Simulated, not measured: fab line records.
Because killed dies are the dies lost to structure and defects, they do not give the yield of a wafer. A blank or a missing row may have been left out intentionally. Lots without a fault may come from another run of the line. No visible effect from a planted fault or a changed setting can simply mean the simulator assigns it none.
fab line records	flow n5_finfet	part 1 of 2: steps 1 to 20 of 26
record lots=5	wafers=15	last_day=17
route steps=1938 shown BEOL_M9@1415
lots untouched by any fault: they come from a run of this same line in which no faults occurred
start_h: start of the lot's first displayed wafer, in hours after the record's first day	wait_h: hours since the lot's step before	" repeats the value in the row above	L1.1+2: one row covering several wafers at once	- either no value or no given start	* or withheld: withheld	< > ~ a bound
route shown NAME@n: a module of which the file shows steps, and the number in the route of the first	usual: average and standard deviation across the fault-free wafers	same: alike in all rows	chamber/n: place in a boat	sites: the reading at each site	_std_site: their standard deviation	_edge_site: mean of outer sites minus mean of inner sites	radius_mm: for every site, how far away it sits from the centre of the wafer	mask NAME#n: copy n	behind: the last tool/chamber to shape the wafer	hold: why the lot went on hold/how many hours it stayed there/how the hold came to an end	device: whichever transistor did not switch (one of n, p or np)	end of line: the same wafers' tests at the end of the route	a step without rows: its recipe alone	killed: dies lost to structure and defects at the first sort, not the wafer's yield	map: dies across one wafer; x = killed, . = not, _ = none there
set.NAME: setting as actually run; set.NAME@STEP: the setting as run at that earlier step	model.NAME: the simulator's own value behind a step, which no gauge read
lots at some steps of the route; a table a step, a row a wafer
services: a tool's chamber out of use, with start hour (start_h, from the record's first day; less than 0 if before it), hours out, and reason
## steps
# step N5_BEOL_M9_OVL_MEAS_12
# recipe points_per_wafer=44
# usual M9_OVL=-0.3/0.82
lot.wafer	tool	chamber	start_h	wait_h	M9_OVL[nm]
L081.1	overlay-01	0	262.48	0.0	-0.2
L081.2	"	0	"	"	-0.2
L081.6	"	0	"	"	-0.7
L082.1	overlay-02	0	262.68	0.0	0.7
L082.3	"	0	"	"	-0.1
L082.6	"	0	"	"	-0.2
L083.3	overlay-02	0	283.49	0.0	-0.2
L083.5	"	0	"	"	-0.6
L083.6	"	0	"	"	-0.3
L085.2	overlay-02	0	294.05	0.0	-0.9
L085.5	"	0	"	"	-0.7
L085.6	"	0	"	"	-0.8
L095.1	overlay-02	0	344.28	0.0	-0.6
L095.5	"	0	"	"	-1.5
L095.6	"	0	"	"	-0.5
# step N5_BEOL_M9_INSPECT_13
# recipe mode=adi	inspect_instrument=brightfield
# usual raw_defect_count=419/85
lot.wafer	tool	chamber	start_h	wait_h	raw_defect_count
L081.1	defect_inspect-01	-	262.50	0.0	396
L081.2	"	-	"	"	401
L081.6	"	-	"	"	566
L082.1	defect_inspect-02	-	262.70	0.0	369
L082.3	"	-	"	"	337
L082.6	"	-	"	"	654
L083.3	defect_inspect-02	-	283.51	0.0	389
L083.5	"	-	"	"	406
L083.6	"	-	"	"	549
L085.2	defect_inspect-02	-	294.08	0.0	533
L085.5	"	-	"	"	390
L085.6	"	-	"	"	389
L095.1	defect_inspect-01	-	344.30	0.0	330
L095.5	"	-	"	"	424
L095.6	"	-	"	"	256
# step N5_BEOL_M9_DESCUM_16
# recipe chemistry=O2	time_s=7.9	source_power_w=50	bias_power_w=20	pressure_mtorr=20	rf_frequency_hz=2.712e+07	temp_c=40	resist=CAR-ArF	o2_flow_sccm=225
# usual drypump_motor_current_A=5.8/0.39	oes_product_au=0.78/0.084	rf_vpp_V=242.7/1.2	showerhead_plenum_p_Torr=2.06/0.051	throttle_valve_pct=20.45/0.27
lot.wafer	tool	chamber	start_h	wait_h	drypump_motor_current_A	oes_product_au	rf_hours_counter_h	rf_vpp_V	showerhead_plenum_p_Torr	throttle_valve_pct
L081.1	rie_diel-01	0	262.53	0.0	6.4	0.90	31	243.2	2.05	20.06
L081.2	"	1	"	"	5.4	0.73	196	241.5	1.97	20.15
L081.6	"	1	"	"	5.5	0.72	-	240.8	1.97	20.16
L082.1	rie_diel-02	3	262.89	0.2	6.3	0.80	100	245.4	2.10	20.43
L082.3	"	0	"	"	5.0	0.84	68	242.5	2.03	20.35
L082.6	"	2	"	"	6.0	0.71	-	245.0	2.15	20.63
L083.3	rie_diel-01	3	283.92	0.4	6.2	0.74	176	243.4	2.02	20.50
L083.5	"	0	"	"	6.3	0.90	-	241.6	2.04	20.05
L083.6	"	1	"	"	5.4	0.72	-	241.8	1.97	20.17
L085.2	rie_diel-01	0	294.13	0.0	6.4	0.88	41	241.9	2.04	20.07
L085.5	"	0	"	"	6.4	0.88	-	243.4	2.04	20.08
L085.6	"	1	"	"	5.4	0.72	-	242.9	1.97	20.18
L095.1	rie_diel-01	2	344.43	0.1	5.8	0.73	212	245.3	2.09	20.66
L095.5	"	1	"	"	5.4	0.70	-	241.2	1.96	20.21
L095.6	"	0	"	"	6.4	0.85	-	241.9	2.03	20.12
# step N5_BEOL_M9_ETCH_61
# recipe chemistry=CF4	target=SiARC	target_depth_a=390	mask_material=CAR-ArF	time_s=65	ion_energy_ev=80	pressure_mtorr=40	source_w=545	bias_w=36	Ar_flow_sccm=100	cf4_flow_sccm=100	ends=cleared
# usual drypump_motor_current_A=5.8/0.39	etch_rf_on_time_s=64.8/1.3	oes_product_au=0.67/0.071	rf_vpp_V=183.6/1.1	showerhead_plenum_p_Torr=2.11/0.049	throttle_valve_pct=15.63/0.25
lot.wafer	tool	chamber	start_h	wait_h	drypump_motor_current_A	etch_rf_on_time_s	oes_product_au	rf_hours_counter_h	rf_vpp_V	showerhead_plenum_p_Torr	throttle_valve_pct
L081.1	rie_diel-01	0	262.57	0.0	6.3	62.8	0.78	31	184.4	2.09	15.20
L081.2	"	1	"	"	5.4	65.7	0.62	196	182.5	2.04	15.53
L081.6	"	1	"	"	5.4	64.7	0.62	-	183.9	2.04	15.53
L082.1	rie_diel-02	3	262.93	0.0	6.3	63.7	0.69	100	185.0	2.15	15.65
L082.3	"	0	"	"	5.0	63.4	0.72	68	181.7	2.08	15.51
L082.6	"	2	"	"	6.0	66.8	0.60	-	185.0	2.20	15.94
L083.3	rie_diel-01	3	283.96	0.0	6.2	64.8	0.63	176	183.8	2.05	15.55
L083.5	"	0	"	"	6.4	63.1	0.77	-	182.8	2.09	15.20
L083.6	"	1	"	"	5.5	64.6	0.61	-	182.1	2.04	15.54
L085.2	rie_diel-01	0	294.16	0.0	6.3	62.9	0.77	41	182.3	2.09	15.23
L085.5	"	0	"	"	6.3	63.8	0.76	-	183.2	2.09	15.20
L085.6	"	1	"	"	5.5	66.1	0.61	-	181.7	2.04	15.55
L095.1	rie_diel-01	2	344.46	0.0	5.9	63.8	0.63	212	183.1	2.12	15.78
L095.5	"	1	"	"	5.4	65.5	0.60	-	183.0	2.03	15.59
L095.6	"	0	"	"	6.3	62.6	0.74	-	183.3	2.08	15.26
# step N5_BEOL_M9_ETCH_62
# recipe chemistry=N2/H2	target=SOC	target_depth_a=1100	overetch_a=220	mask_material=SiARC	temp_c=40	time_s=165	ion_energy_ev=200	pressure_mtorr=30	source_w=840	bias_w=150	n2_flow_sccm=200	h2_flow_sccm=200
# usual drypump_motor_current_A=5.8/0.39	oes_product_au=0.66/0.066	rf_vpp_V=522.8/2	showerhead_plenum_p_Torr=2.50/0.065	throttle_valve_pct=17.81/0.29
lot.wafer	tool	chamber	start_h	wait_h	drypump_motor_current_A	oes_product_au	rf_hours_counter_h	rf_vpp_V	showerhead_plenum_p_Torr	throttle_valve_pct
L081.1	rie_diel-01	0	262.62	0.0	6.4	0.76	31	522.5	2.47	17.34
L081.2	"	1	"	"	5.4	0.63	196	520.7	2.41	17.56
L081.6	"	1	"	"	5.5	0.62	-	520.4	2.41	17.58
L082.1	rie_diel-02	3	262.98	0.0	6.3	0.68	100	525.4	2.56	17.97
L082.3	"	0	"	"	5.0	0.71	68	520.0	2.46	17.74
L082.6	"	2	"	"	6.0	0.60	-	526.3	2.62	18.08
L083.3	rie_diel-01	3	284.01	0.0	6.2	0.63	176	521.5	2.42	17.72
L083.5	"	0	"	"	6.4	0.75	-	522.1	2.47	17.36
L083.6	"	1	"	"	5.5	0.61	-	520.4	2.41	17.59
L085.2	rie_diel-01	0	294.21	0.0	6.4	0.74	41	521.0	2.47	17.37
L085.5	"	0	"	"	6.4	0.75	-	521.5	2.47	17.37
L085.6	"	1	"	"	5.4	0.62	-	519.9	2.41	17.60
L095.1	rie_diel-01	2	344.51	0.0	5.9	0.62	212	523.0	2.53	18.18
L095.5	"	1	"	"	5.5	0.61	-	518.1	2.40	17.64
L095.6	"	0	"	"	6.3	0.72	-	521.4	2.46	17.40
# step N5_BEOL_M9_STRIP_68
# recipe chemistry=N2/H2	temp_c=40	n2_flow_sccm=200	h2_flow_sccm=200	rf_frequency_hz=6e+07
lot.wafer	tool	chamber	start_h	wait_h
L081.1+2+6	rie_diel-01	0,1,1	262.75	0.1
L082.1+3+6	rie_diel-02	3,0,2	263.11	0.1
L083.3+5+6	rie_diel-01	3,0,1	284.15	0.1
L085.2+5+6	rie_diel-01	0,0,1	294.35	0.1
L095.1+5+6	rie_diel-01	2,1,0	344.65	0.1
# step N5_BEOL_M9_STRIP_67
# recipe chemistry=CF4	resist=SiARC	power_w=300	bias_power_w=75	pressure_mtorr=50	cf4_flow_sccm=150	rf_frequency_hz=6e+07
# usual drypump_motor_current_A=5.8/0.39	oes_product_au=0.78/0.078	rf_vpp_V=270.5/1.3	showerhead_plenum_p_Torr=1.77/0.045	throttle_valve_pct=13.61/0.24
lot.wafer	tool	chamber	start_h	wait_h	drypump_motor_current_A	oes_product_au	rf_hours_counter_h	rf_vpp_V	showerhead_plenum_p_Torr	throttle_valve_pct
L081.1	rie_diel-01	0	262.76	0.0	6.4	0.89	31	270.8	1.75	13.16
L081.2	"	1	"	"	5.4	0.73	196	268.7	1.70	13.49
L081.6	"	1	"	"	5.4	0.73	-	269.1	1.70	13.48
L082.1	rie_diel-02	3	263.12	0.0	6.3	0.80	100	272.2	1.80	13.61
L082.3	"	0	"	"	5.0	0.83	68	270.0	1.75	13.48
L082.6	"	2	"	"	6.0	0.71	-	273.3	1.85	13.95
L083.3	rie_diel-01	3	284.16	0.0	6.2	0.74	177	268.4	1.70	13.51
L083.5	"	0	"	"	6.3	0.89	-	272.3	1.75	13.17
L083.6	"	1	"	"	5.4	0.72	-	268.8	1.70	13.50
L085.2	rie_diel-01	0	294.36	0.0	6.3	0.88	41	269.9	1.75	13.20
L085.5	"	0	"	"	6.3	0.88	-	270.5	1.75	13.20
L085.6	"	1	"	"	5.5	0.72	-	269.2	1.70	13.52
L095.1	rie_diel-01	2	344.66	0.0	5.9	0.73	212	271.5	1.78	13.80
L095.5	"	1	"	"	5.5	0.71	-	269.9	1.69	13.57
L095.6	"	0	"	"	6.3	0.85	-	269.8	1.74	13.23
# step N5_BEOL_M9_HM_OPEN_17
# recipe chemistry=Cl2/BCl3	target_depth_a=200	overetch_a=60	target=TiN	mask_material=SOC	ion_energy_ev=150	pressure_mtorr=10	icp_w=1000	bias_w=126	Cl2_flow_sccm=53.25	bcl3_flow_sccm=21.75	Ar_flow_sccm=25
# usual drypump_motor_current_A=5.9/0.6	oes_product_au=0.63/0.078	throttle_valve_pct=22.08/0.25
lot.wafer	tool	chamber	start_h	wait_h	drypump_motor_current_A	oes_product_au	rf_hours_counter_h	throttle_valve_pct
L081.1	rie_metal-02	0	262.81	0.0	5.1	0.56	97	22.20
L081.2	"	1	"	"	6.6	0.68	26	22.03
L081.6	"	1	"	"	6.6	0.68	-	22.03
L082.1	rie_metal-01	0	263.16	0.0	5.4	0.71	23	21.65
L082.3	"	0	"	"	5.3	0.72	-	21.64
L082.6	"	0	"	"	5.4	0.71	-	21.65
L083.3	rie_metal-02	0	284.23	0.1	5.1	0.55	-	22.22
L083.5	"	1	"	"	6.7	0.69	-	22.03
L083.6	"	0	"	"	5.1	0.55	-	22.21
L085.2	rie_metal-02	0	294.40	0.0	5.1	0.55	101	22.22
L085.5	"	0	"	"	5.1	0.56	-	22.20
L085.6	"	1	"	"	6.6	0.67	-	22.02
L095.1	rie_metal-01	0	344.70	0.0	5.4	0.70	31	21.65
L095.5	"	0	"	"	5.4	0.71	-	21.66
L095.6	"	1	"	"	6.4	0.78	-	22.45
# step N5_BEOL_M9_STRIP_19
# recipe chemistry=O2	power_w=400	temp_c=40	pressure_mtorr=30	rf_frequency_hz=6e+07	bias_power_w=0	overash_fraction=0.2	o2_flow_sccm=225
# usual drypump_motor_current_A=5.8/0.41	oes_product_au=0.78/0.089	rf_vpp_V=3.7/0.55	showerhead_plenum_p_Torr=2.07/0.053	throttle_valve_pct=16.72/0.24
lot.wafer	tool	chamber	start_h	wait_h	drypump_motor_current_A	oes_product_au	rf_hours_counter_h	rf_vpp_V	showerhead_plenum_p_Torr	throttle_valve_pct
L081.1	rie_diel-06	0	262.96	0.1	5.6	0.90	20	3.1	2.08	16.81
L081.2	"	3	"	"	5.2	0.70	228	3.6	2.15	16.95
L081.6	"	0	"	"	5.7	0.89	-	2.3	2.08	16.81
L082.1	rie_diel-06	0	263.40	0.2	5.6	0.91	20	2.9	2.07	16.81
L082.3	"	2	"	"	6.2	0.70	214	4.1	2.08	17.12
L082.6	"	0	"	"	5.6	0.90	-	4.1	2.08	16.78
L083.3	rie_diel-02	0	284.36	0.1	5.0	0.83	76	3.4	2.03	16.59
L083.5	"	2	"	"	6.0	0.69	-	3.3	2.15	16.95
L083.6	"	0	"	"	5.0	0.82	-	3.3	2.03	16.59
L085.2	rie_diel-02	0	294.53	0.1	5.0	0.82	80	3.9	2.03	16.58
L085.5	"	2	"	"	6.0	0.69	-	3.1	2.15	16.94
L085.6	"	1	"	"	5.8	0.94	-	4.4	2.03	16.75
L095.1	rie_diel-06	2	344.94	0.2	6.2	0.69	235	3.4	2.08	17.18
L095.5	"	1	"	"	5.5	0.70	-	3.7	2.08	16.43
L095.6	"	0	"	"	5.6	0.86	-	3.4	2.07	16.83
# step N5_BEOL_M9_CD_MEAS_18
# recipe pitch_nm=140	target_cd_nm=70
# usual cd_nm=69.8/0.52
lot.wafer	tool	chamber	start_h	wait_h	cd_nm
L081.1	cd_sem-02	-	263.03	0.0	70.2
L081.2	"	-	"	"	70.5
L081.6	"	-	"	"	70.5
L082.1	cd_sem-03	-	263.47	0.0	70.4
L082.3	"	-	"	"	70.3
L082.6	"	-	"	"	69.6
L083.3	cd_sem-02	-	284.43	0.1	70.1
L083.5	"	-	"	"	68.7
L083.6	"	-	"	"	70.2
L085.2	cd_sem-02	-	294.60	0.1	69.5
L085.5	"	-	"	"	70.2
L085.6	"	-	"	"	70.2
L095.1	cd_sem-01	-	345.01	0.0	69.5
L095.5	"	-	"	"	70.0
L095.6	"	-	"	"	69.7
# step N5_BEOL_M9_COAT_63
# recipe resist=SOC	temp_c=250	time_s=60	spin_rpm=1500	resist_thk_nm=60
# usual chill_plate_temp_C=22.97/0.1
lot.wafer	tool	chamber	start_h	wait_h	chill_plate_temp_C
L081.1	litho_track-03	0	265.36	2.3	22.99
L081.2	"	0	"	"	22.92
L081.6	"	0	"	"	22.80
L082.1	litho_track-01	0	265.36	1.9	23.06
L082.3	"	0	"	"	22.99
L082.6	"	0	"	"	22.91
L083.3	litho_track-03	0	285.51	1.1	22.94
L083.5	"	0	"	"	22.93
L083.6	"	0	"	"	22.97
L085.2	litho_track-03	0	294.63	0.0	22.98
L085.5	"	0	"	"	22.90
L085.6	"	0	"	"	22.72
L095.1	litho_track-04	0	345.39	0.4	22.87
L095.5	"	0	"	"	22.94
L095.6	"	0	"	"	23.11
# step N5_BEOL_M9_COAT_64
# recipe resist=SiARC	temp_c=220	time_s=60	spin_rpm=1500	resist_thk_nm=12
# usual chill_plate_temp_C=23.00/0.1
lot.wafer	tool	chamber	start_h	wait_h	chill_plate_temp_C
L081.1	litho_track-03	0	-	-	23.10
L081.2	"	0	"	"	23.01
L081.6	"	0	"	"	23.12
L082.1	litho_track-01	0	-	-	22.83
L082.3	"	0	"	"	22.87
L082.6	"	0	"	"	22.84
L083.3	litho_track-03	0	-	-	23.14
L083.5	"	0	"	"	23.13
L083.6	"	0	"	"	22.94
L085.2	litho_track-03	0	-	-	22.85
L085.5	"	0	"	"	22.79
L085.6	"	0	"	"	23.00
L095.1	litho_track-04	0	-	-	23.09
L095.5	"	0	"	"	23.10
L095.6	"	0	"	"	23.10
# step N5_BEOL_M9_COAT_75
# recipe resist=underlayer	temp_c=205	time_s=60	spin_rpm=1500	resist_thk_nm=5
# usual chill_plate_temp_C=23.01/0.1
lot.wafer	tool	chamber	start_h	wait_h	chill_plate_temp_C
L081.1	litho_track-03	0	-	-	22.86
L081.2	"	0	"	"	23.04
L081.6	"	0	"	"	22.65
L082.1	litho_track-01	0	-	-	23.10
L082.3	"	0	"	"	23.16
L082.6	"	0	"	"	23.00
L083.3	litho_track-03	0	-	-	22.97
L083.5	"	0	"	"	23.01
L083.6	"	0	"	"	23.04
L085.2	litho_track-03	0	-	-	23.14
L085.5	"	0	"	"	23.15
L085.6	"	0	"	"	23.04
L095.1	litho_track-04	0	-	-	22.82
L095.5	"	0	"	"	22.86
L095.6	"	0	"	"	23.08
# step N5_BEOL_M9_COAT_22
# recipe resist=CAR-EUV	spin_rpm=1500	resist_thk_nm=30
# usual chill_plate_temp_C=23.01/0.1
lot.wafer	tool	chamber	start_h	wait_h	chill_plate_temp_C
L081.1	litho_track-03	0	-	-	23.05
L081.2	"	0	"	"	23.04
L081.6	"	0	"	"	22.94
L082.1	litho_track-01	0	-	-	22.93
L082.3	"	0	"	"	23.10
L082.6	"	0	"	"	23.08
L083.3	litho_track-03	0	-	-	23.07
L083.5	"	0	"	"	23.12
L083.6	"	0	"	"	23.11
L085.2	litho_track-03	0	-	-	23.02
L085.5	"	0	"	"	22.97
L085.6	"	0	"	"	23.02
L095.1	litho_track-04	0	-	-	22.96
L095.5	"	0	"	"	23.03
L095.6	"	0	"	"	22.91
# step N5_BEOL_M9_EBR_24
# recipe solvent=PGMEA	ebr_width_mm=1.5
# usual chill_plate_temp_C=23.01/0.11
lot.wafer	tool	chamber	start_h	wait_h	chill_plate_temp_C
L081.1	litho_track-03	0	-	-	23.15
L081.2	"	0	"	"	22.98
L081.6	"	0	"	"	23.16
L082.1	litho_track-01	0	-	-	23.01
L082.3	"	0	"	"	23.00
L082.6	"	0	"	"	23.22
L083.3	litho_track-03	0	-	-	23.05
L083.5	"	0	"	"	23.09
L083.6	"	0	"	"	23.15
L085.2	litho_track-03	0	-	-	23.02
L085.5	"	0	"	"	22.94
L085.6	"	0	"	"	23.19
L095.1	litho_track-04	0	-	-	23.07
L095.5	"	0	"	"	23.05
L095.6	"	0	"	"	22.91
# step N5_BEOL_M9_SOFTBAKE_23
# recipe temp_c=110	time_s=60	resist=CAR-EUV
# usual chill_plate_temp_C=22.99/0.096
lot.wafer	tool	chamber	start_h	wait_h	chill_plate_temp_C
L081.1	litho_track-03	0	-	-	22.97
L081.2	"	0	"	"	23.09
L081.6	"	0	"	"	22.90
L082.1	litho_track-01	0	-	-	23.06
L082.3	"	0	"	"	23.29
L082.6	"	0	"	"	23.04
L083.3	litho_track-03	0	-	-	23.01
L083.5	"	0	"	"	22.96
L083.6	"	0	"	"	22.96
L085.2	litho_track-03	0	-	-	23.08
L085.5	"	0	"	"	23.02
L085.6	"	0	"	"	22.89
L095.1	litho_track-04	0	-	-	23.03
L095.5	"	0	"	"	23.04
L095.6	"	0	"	"	22.97
# step N5_BEOL_M9_EXPOSE_25
# recipe mask_id=V8	na=0.33	source_shape=annular	sigma_inner=0.4	sigma_outer=0.8	polarization=unpolarized	dose_mj=37.25
# usual reticle_temp_C=23.00/0.099
# same sigma_inner=0.4	sigma_outer=0.8
lot.wafer	tool	chamber	start_h	wait_h	mask	reticle_temp_C
L081.1	euv_scanner-02	0	265.49	-	V8#0	23.03
L081.2	"	0	"	"	V8#0	23.05
L081.6	"	0	"	"	V8#0	22.86
L082.1	euv_scanner-02	0	265.54	-	V8#0	23.00
L082.3	"	0	"	"	V8#0	23.03
L082.6	"	0	"	"	V8#0	23.01
L083.3	euv_scanner-02	0	285.71	-	V8#0	23.07
L083.5	"	0	"	"	V8#0	23.09
L083.6	"	0	"	"	V8#0	23.04
L085.2	euv_scanner-01	0	294.90	-	V8#0	22.92
L085.5	"	0	"	"	V8#0	23.08
L085.6	"	0	"	"	V8#0	23.08
L095.1	euv_scanner-01	0	345.56	-	V8#0	22.96
L095.5	"	0	"	"	V8#0	22.96
L095.6	"	0	"	"	V8#0	22.97
# step N5_BEOL_M9_PEB_26
# recipe peb_temp_c=100	peb_time_s=60	resist=CAR-EUV
# usual chill_plate_temp_C=22.98/0.1
lot.wafer	tool	chamber	start_h	wait_h	chill_plate_temp_C
L081.1	litho_track-03	0	265.56	0.1	22.93
L081.2	"	0	"	"	22.76
L081.6	"	0	"	"	22.83
L082.1	litho_track-01	0	265.60	0.1	23.11
L082.3	"	0	"	"	23.27
L082.6	"	0	"	"	22.99
L083.3	litho_track-01	0	285.76	0.0	22.85
L083.5	"	0	"	"	22.97
L083.6	"	0	"	"	22.91
L085.2	litho_track-01	0	294.96	0.0	22.94
L085.5	"	0	"	"	23.00
L085.6	"	0	"	"	22.91
L095.1	litho_track-04	0	345.62	0.1	22.99
L095.5	"	0	"	"	22.96
L095.6	"	0	"	"	23.01
# step N5_BEOL_M9_DEVELOP_27
# recipe develop_time_s=30	developer=TMAH	resist=CAR-EUV	rinse_liquid=surfactant_rinse	dry=air_spin	dev_temp_c=23
# usual chill_plate_temp_C=23.02/0.093
# same develop_time_s=30
lot.wafer	tool	chamber	start_h	wait_h	chill_plate_temp_C
L081.1	litho_track-03	0	-	-	22.96
L081.2	"	0	"	"	22.95
L081.6	"	0	"	"	23.02
L082.1	litho_track-01	0	-	-	23.13
L082.3	"	0	"	"	23.19
L082.6	"	0	"	"	23.07
L083.3	litho_track-01	0	-	-	23.04
L083.5	"	0	"	"	23.16
L083.6	"	0	"	"	23.09
L085.2	litho_track-01	0	-	-	23.02
L085.5	"	0	"	"	22.95
L085.6	"	0	"	"	22.96
L095.1	litho_track-04	0	-	-	23.04
L095.5	"	0	"	"	23.05
L095.6	"	0	"	"	22.99
# step N5_BEOL_M9_CD_MEAS_28
# recipe target_cd_nm=70	landing_energy_ev=500	detector=se_inlens	polarity=opening
# usual cd_nm=70.00/0.26
lot.wafer	tool	chamber	start_h	wait_h	cd_nm
L081.1	cd_sem-03	0	265.63	-	70.74
L081.2	"	0	"	"	69.91
L081.6	"	0	"	"	70.12
L082.1	cd_sem-01	0	265.66	-	69.89
L082.3	"	0	"	"	70.20
L082.6	"	0	"	"	70.20
L083.3	cd_sem-01	0	285.83	-	69.79
L083.5	"	0	"	"	70.41
L083.6	"	0	"	"	70.19
L085.2	cd_sem-02	0	295.02	-	69.56
L085.5	"	0	"	"	69.85
L085.6	"	0	"	"	69.88
L095.1	cd_sem-03	0	345.69	-	69.81
L095.5	"	0	"	"	69.82
L095.6	"	0	"	"	70.53
